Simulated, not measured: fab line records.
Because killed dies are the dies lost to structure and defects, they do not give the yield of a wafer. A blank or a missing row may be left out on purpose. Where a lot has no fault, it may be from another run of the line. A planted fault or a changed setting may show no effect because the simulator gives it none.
The tool behind it: which one? :: flow nand_harc :: 42 wafers from 14 lots sampled at 5 of the route's 1302 steps

== WHAT THE GAUGES SHOWED, per wafer ==
NHARC_END_SORT_01. Usual: defect_limited_yield 91 % (standard deviation 3.1); killed_at_array 59 (standard deviation 21); killed_at_other 1.0 (standard deviation 1.1); killed_at_periphery 4.0 (standard deviation 2.6); killed_dies 64 (standard deviation 21); killed_open 3.2 (standard deviation 1.7); killed_short 2.5 (standard deviation 1.5).
lot: L168
measured: day 25 18:26
on: prober-02
defect_limited_yield (%): 97 95 95
killed_at_array: 19 29 28
killed_at_other: 0 0 2
killed_at_periphery: 2 6 3
killed_dies: 21 35 33
killed_open: 3 3 4
killed_short: 0 4 2
flag: 

lot: L169
measured: day 26 02:17
on: prober-01
defect_limited_yield (%): 93 91 92
killed_at_array: 44 55 47
killed_at_other: 1 2 1
killed_at_periphery: 3 2 8
killed_dies: 48 59 56
killed_open: 2 3 2
killed_short: 5 2 2
flag: 

lot: L170
measured: day 25 17:35
on: prober-01
defect_limited_yield (%): 97 96 97
killed_at_array: 18 23 14
killed_at_other: 2 2 0
killed_at_periphery: 2 1 5
killed_dies: 22 26 19
killed_open: 4 3 3
killed_short: 3 3 1
flag: 

lot: L171
measured: day 27 07:04
on: prober-02
defect_limited_yield (%): 84 86 85
killed_at_array: 104 89 96
killed_at_other: 0 0 0
killed_at_periphery: 3 6 3
killed_dies: 107 95 99
killed_open: 1 4 7
killed_short: 3 5 1
flag: 

lot: L176
measured: day 28 05:12
on: prober-01
defect_limited_yield (%): 81 85 77
killed_at_array: 37 51 48
killed_at_other: 1 5 1
killed_at_periphery: 90 43 108
killed_dies: 128 99 157
killed_open: 2 4 3
killed_short: 2 3 2
flag: OFF

lot: L178
measured: day 28 16:09
on: prober-01
defect_limited_yield (%): 78 76 82
killed_at_array: 76 72 82
killed_at_other: 0 1 0
killed_at_periphery: 73 89 39
killed_dies: 149 162 121
killed_open: 3 0 0
killed_short: 4 6 4
flag: OFF

lot: L182
measured: day 30 16:52
on: prober-01
defect_limited_yield (%): 91 91 91
killed_at_array: 58 55 59
killed_at_other: 1 0 2
killed_at_periphery: 1 4 3
killed_dies: 60 59 64
killed_open: 5 3 6
killed_short: 2 3 1
flag: 

lot: L184
measured: day 30 09:40
on: prober-02
defect_limited_yield (%): 93 91 90
killed_at_array: 45 53 60
killed_at_other: 0 1 1
killed_at_periphery: 3 6 5
killed_dies: 48 60 66
killed_open: 3 3 2
killed_short: 0 1 2
flag: 

lot: L185
measured: day 32 20:26
on: prober-01
defect_limited_yield (%): 83 86 86
killed_at_array: 110 97 88
killed_at_other: 3 1 0
killed_at_periphery: 5 0 8
killed_dies: 118 98 96
killed_open: 4 4 0
killed_short: 4 1 1
flag: 

== WHAT TOOL EACH LOT RAN ON (gives the tool, then ch and the chambers of the sampled wafers, and finally the start) ==
lot: L168
NHARC_P_M2_PVD_21: pvd_sputter-03, day 6 14:05
NHARC_THIN_TSV_ETCHBACK_48: rie_diel-10 ch 1,2,3, day 25 06:05
NHARC_THIN_TSV_PVD_19: pvd_sputter-02, day 25 08:44 or earlier
NHARC_THIN_TSV_PRE_CLEAN_54: pvd_sputter-02, day 25 08:44

lot: L169
NHARC_P_M2_PVD_21: pvd_sputter-01, day 6 19:58
NHARC_THIN_TSV_ETCHBACK_48: rie_diel-08 ch 1,2, day 25 08:31
NHARC_THIN_TSV_PVD_19: pvd_sputter-03, day 25 11:08 or earlier
NHARC_THIN_TSV_PRE_CLEAN_54: pvd_sputter-02, day 25 11:08

lot: L170
NHARC_P_M2_PVD_21: pvd_sputter-03, day 7 04:36
NHARC_THIN_TSV_ETCHBACK_48: rie_diel-10 ch 0,1,2, day 25 04:59
NHARC_THIN_TSV_PVD_19: pvd_sputter-01, day 25 07:32 or earlier
NHARC_THIN_TSV_PRE_CLEAN_54: pvd_sputter-03, day 25 07:32

lot: L171
NHARC_P_M2_PVD_21: pvd_sputter-01, day 8 05:31
NHARC_THIN_TSV_ETCHBACK_48: rie_diel-08 ch 0,1,3, day 26 17:06
NHARC_THIN_TSV_PVD_19: pvd_sputter-03, day 26 19:37 or earlier
NHARC_THIN_TSV_PRE_CLEAN_54: pvd_sputter-03, day 26 19:37

lot: L176
NHARC_P_M2_PVD_21: pvd_sputter-03, day 9 23:33
NHARC_THIN_TSV_ETCHBACK_48: rie_diel-08 ch 1,2, day 27 13:07
NHARC_THIN_TSV_PVD_19: pvd_sputter-01, day 27 15:40 or earlier
NHARC_THIN_TSV_PRE_CLEAN_54: pvd_sputter-01, day 27 15:40

lot: L178
NHARC_P_M2_PVD_21: pvd_sputter-03, day 10 15:07
NHARC_THIN_TSV_ETCHBACK_48: rie_diel-10 ch 0,1,2, day 28 02:38
NHARC_THIN_TSV_PVD_19: pvd_sputter-01, day 28 05:14 or earlier
NHARC_THIN_TSV_PRE_CLEAN_54: pvd_sputter-02, day 28 05:14

lot: L182
NHARC_P_M2_PVD_21: pvd_sputter-02, day 12 16:45
NHARC_THIN_TSV_ETCHBACK_48: rie_diel-08 ch 0,2,3, day 30 03:59
NHARC_THIN_TSV_PVD_19: pvd_sputter-02, day 30 06:40 or earlier
NHARC_THIN_TSV_PRE_CLEAN_54: pvd_sputter-02, day 30 06:40

lot: L184
NHARC_P_M2_PVD_21: pvd_sputter-01, day 13 00:13
NHARC_THIN_TSV_ETCHBACK_48: rie_diel-10 ch 0,2,3, day 29 20:38
NHARC_THIN_TSV_PVD_19: pvd_sputter-01, day 29 23:14 or earlier
NHARC_THIN_TSV_PRE_CLEAN_54: pvd_sputter-02, day 29 23:14

lot: L185
NHARC_P_M2_PVD_21: pvd_sputter-03, day 13 20:04
NHARC_THIN_TSV_ETCHBACK_48: rie_diel-10 ch 1,2, day 32 04:48
NHARC_THIN_TSV_PVD_19: pvd_sputter-03, day 32 07:40 or earlier
NHARC_THIN_TSV_PRE_CLEAN_54: pvd_sputter-03, day 32 07:40

lot: L186
NHARC_P_M2_PVD_21: pvd_sputter-03, day 13 23:52
NHARC_THIN_TSV_ETCHBACK_48: rie_diel-10 ch 0,2, day 31 19:08
NHARC_THIN_TSV_PVD_19: pvd_sputter-01, day 31 21:54 or earlier
NHARC_THIN_TSV_PRE_CLEAN_54: pvd_sputter-02, day 31 21:54

lot: L188
NHARC_P_M2_PVD_21: pvd_sputter-02, day 15 03:28
NHARC_THIN_TSV_ETCHBACK_48: rie_diel-10 ch 1,2,3, day 32 17:28
NHARC_THIN_TSV_PVD_19: pvd_sputter-03, day 32 20:04 or earlier
NHARC_THIN_TSV_PRE_CLEAN_54: pvd_sputter-02, day 32 20:04

lot: L189
NHARC_P_M2_PVD_21: pvd_sputter-03, day 15 03:40
NHARC_THIN_TSV_ETCHBACK_48: rie_diel-10 ch 0,1,2, day 32 18:40
NHARC_THIN_TSV_PVD_19: pvd_sputter-03, day 32 21:15 or earlier
NHARC_THIN_TSV_PRE_CLEAN_54: pvd_sputter-02, day 32 21:15

lot: L190
NHARC_P_M2_PVD_21: pvd_sputter-01, day 15 16:07
NHARC_THIN_TSV_ETCHBACK_48: rie_diel-10 ch 0,1,3, day 32 23:49
NHARC_THIN_TSV_PVD_19: pvd_sputter-03, day 33 02:31 or earlier
NHARC_THIN_TSV_PRE_CLEAN_54: pvd_sputter-03, day 33 02:31

lot: L191
NHARC_P_M2_PVD_21: pvd_sputter-02, day 15 21:40
NHARC_THIN_TSV_ETCHBACK_48: rie_diel-10 ch 0,3, day 32 22:53
NHARC_THIN_TSV_PVD_19: pvd_sputter-02, day 33 01:29 or earlier
NHARC_THIN_TSV_PRE_CLEAN_54: pvd_sputter-02, day 33 01:29
- NHARC_P_M2_PVD_21: deposits Cu, target thk 30 nm, time 20.49 s.
- NHARC_THIN_TSV_ETCHBACK_48: etches the open film in C4F8/Ar, target depth 1028.5 nm, time 405.17 s.
- NHARC_THIN_TSV_PVD_19: deposits TaN, target thk 20 nm.
- NHARC_THIN_TSV_PRE_CLEAN_54: time 30 s.

== AS READ BY THE TOOLS THEMSELVES (means over the sampled wafers that have a number; for cases with no such wafer, the mark the record gives instead) ==
NHARC_P_M2_PVD_21. Usual: throttle_valve_pct reads 30.3 % (standard deviation 1.4).
lot: L168
tool: pvd_sputter-03
throttle_valve_pct (%): 29.1
flag: 

lot: L169
tool: pvd_sputter-01
throttle_valve_pct (%): 31.4
flag: 

lot: L170
tool: pvd_sputter-03
throttle_valve_pct (%): 29.6
flag: 

lot: L171
tool: pvd_sputter-01
throttle_valve_pct (%): 31.4
flag: 

lot: L176
tool: pvd_sputter-03
throttle_valve_pct (%): 29.7
flag: 

lot: L178
tool: pvd_sputter-03
throttle_valve_pct (%): 30.0
flag: 

lot: L182
tool: pvd_sputter-02
throttle_valve_pct (%): 30.1
flag: 

lot: L184
tool: pvd_sputter-01
throttle_valve_pct (%): 31.5
flag: 

lot: L185
tool: pvd_sputter-03
throttle_valve_pct (%): 31.5
flag: 

lot: L186
tool: pvd_sputter-03
throttle_valve_pct (%): 29.3
flag: 

lot: L188
tool: pvd_sputter-02
throttle_valve_pct (%): 30.6
flag: 

lot: L189
tool: pvd_sputter-03
throttle_valve_pct (%): 29.4
flag: 

lot: L190
tool: pvd_sputter-01
throttle_valve_pct (%): 31.0
flag: 

lot: L191
tool: pvd_sputter-02
throttle_valve_pct (%): 29.6
flag: 

NHARC_THIN_TSV_ETCHBACK_48. Usual: oes_product_au 0.96 a.u., standard deviation 0.032; rf_vpp_V 546 V, standard deviation 3.
lot: L168
tool: rie_diel-10
oes_product_au (a.u.): 0.92
rf_vpp_V (V): 545
flag: 

lot: L169
tool: rie_diel-08
oes_product_au (a.u.): 0.97
rf_vpp_V (V): 547
flag: 

lot: L170
tool: rie_diel-10
oes_product_au (a.u.): 0.94
rf_vpp_V (V): 545
flag: 

lot: L171
tool: rie_diel-08
oes_product_au (a.u.): 0.93
rf_vpp_V (V): 546
flag: 

lot: L176
tool: rie_diel-08
oes_product_au (a.u.): 1.01
rf_vpp_V (V): 546
flag: 

lot: L178
tool: rie_diel-10
oes_product_au (a.u.): 0.93
rf_vpp_V (V): 546
flag: 

lot: L182
tool: rie_diel-08
oes_product_au (a.u.): 0.93
rf_vpp_V (V): 545
flag: 

lot: L184
tool: rie_diel-10
oes_product_au (a.u.): 0.93
rf_vpp_V (V): 548
flag: 

lot: L185
tool: rie_diel-10
oes_product_au (a.u.): 1.01
rf_vpp_V (V): 543
flag: 

lot: L186
tool: rie_diel-10
oes_product_au (a.u.): 0.93
rf_vpp_V (V): 547
flag: 

lot: L188
tool: rie_diel-10
oes_product_au (a.u.): 0.93
rf_vpp_V (V): 545
flag: 

lot: L189
tool: rie_diel-10
oes_product_au (a.u.): 0.93
rf_vpp_V (V): 545
flag: 

lot: L190
tool: rie_diel-10
oes_product_au (a.u.): 0.93
rf_vpp_V (V): 546
flag: 

lot: L191
tool: rie_diel-10
oes_product_au (a.u.): 1.01
rf_vpp_V (V): 548
flag: 

NHARC_THIN_TSV_PVD_19. Usual: throttle_valve_pct reads 30.6 % (standard deviation 1.4).
lot: L168
tool: pvd_sputter-02
throttle_valve_pct (%): 30.1
flag: 

lot: L169
tool: pvd_sputter-03
throttle_valve_pct (%): 30.5
flag: 

lot: L170
tool: pvd_sputter-01
throttle_valve_pct (%): 31.4
flag: 

lot: L171
tool: pvd_sputter-03
throttle_valve_pct (%): 29.3
flag: 

lot: L176
tool: pvd_sputter-01
throttle_valve_pct (%): 30.9
flag: 

lot: L178
tool: pvd_sputter-01
throttle_valve_pct (%): 31.2
flag: 

lot: L182
tool: pvd_sputter-02
throttle_valve_pct (%): 29.3
flag: 

lot: L184
tool: pvd_sputter-01
throttle_valve_pct (%): 31.9
flag: 

lot: L185
tool: pvd_sputter-03
throttle_valve_pct (%): 30.5
flag: 

lot: L186
tool: pvd_sputter-01
throttle_valve_pct (%): 31.8
flag: 

lot: L188
tool: pvd_sputter-03
throttle_valve_pct (%): 29.7
flag: 

lot: L189
tool: pvd_sputter-03
throttle_valve_pct (%): 30.3
flag: 

lot: L190
tool: pvd_sputter-03
throttle_valve_pct (%): 31.2
flag: 

lot: L191
tool: pvd_sputter-02
throttle_valve_pct (%): 30.5
flag: 

NHARC_THIN_TSV_PRE_CLEAN_54. Usual: heater_power_w reads 392 W (standard deviation 27).
lot: L168
tool: pvd_sputter-02
heater_power_w (W): 389
flag: 

lot: L169
tool: pvd_sputter-02
heater_power_w (W): 386
flag: 

lot: L170
tool: pvd_sputter-03
heater_power_w (W): 400
flag: 

lot: L171
tool: pvd_sputter-03
heater_power_w (W): 399
flag: 

lot: L176
tool: pvd_sputter-01
heater_power_w (W): 445
flag: 

lot: L178
tool: pvd_sputter-02
heater_power_w (W): 384
flag: 

lot: L182
tool: pvd_sputter-02
heater_power_w (W): 362
flag: 

lot: L184
tool: pvd_sputter-02
heater_power_w (W): 385
flag: 

lot: L185
tool: pvd_sputter-03
heater_power_w (W): 414
flag: 

lot: L186
tool: pvd_sputter-02
heater_power_w (W): 365
flag: 

lot: L188
tool: pvd_sputter-02
heater_power_w (W): 397
flag: 

lot: L189
tool: pvd_sputter-02
heater_power_w (W): 371
flag: 

lot: L190
tool: pvd_sputter-03
heater_power_w (W): 404
flag: 

lot: L191
tool: pvd_sputter-02
heater_power_w (W): 377
flag: 

== THE ANSWER, worked out from the rows above alone ==
Rule: a lot is off if the mean of its wafers that have a number lies more than 3 standard deviations from the usual mean. A lot without any number at a reading at which 4 lots or more have one is off too. Where the step has rows for the other lots, those lots are counted as sound. After the gauges, taken in route order, come the tools' own readings; for these a lot's mean is taken, as printed above. The first step at which some lot is off is used, and at that step the reading that is off furthest; a lot without a number counts as furthest.
Off at NHARC_END_SORT_01 (killed_at_periphery): L176, L178. Neither off nor sound, because the step has no rows for them: L186, L188, L189, L190, L191.
If a tool, at a process step before that reading, ran all the lots that are off and no sound lot after the first of them, it fits. The gauges at NHARC_END_SORT_01 are tried like those tools. NHARC_THIN_TSV_PVD_19: start missing for some lots; hours and lot order therefore follow NHARC_THIN_TSV_PRE_CLEAN_54. Of those tried, none fits.

== WHAT THE SIMULATOR HAD INSERTED ==
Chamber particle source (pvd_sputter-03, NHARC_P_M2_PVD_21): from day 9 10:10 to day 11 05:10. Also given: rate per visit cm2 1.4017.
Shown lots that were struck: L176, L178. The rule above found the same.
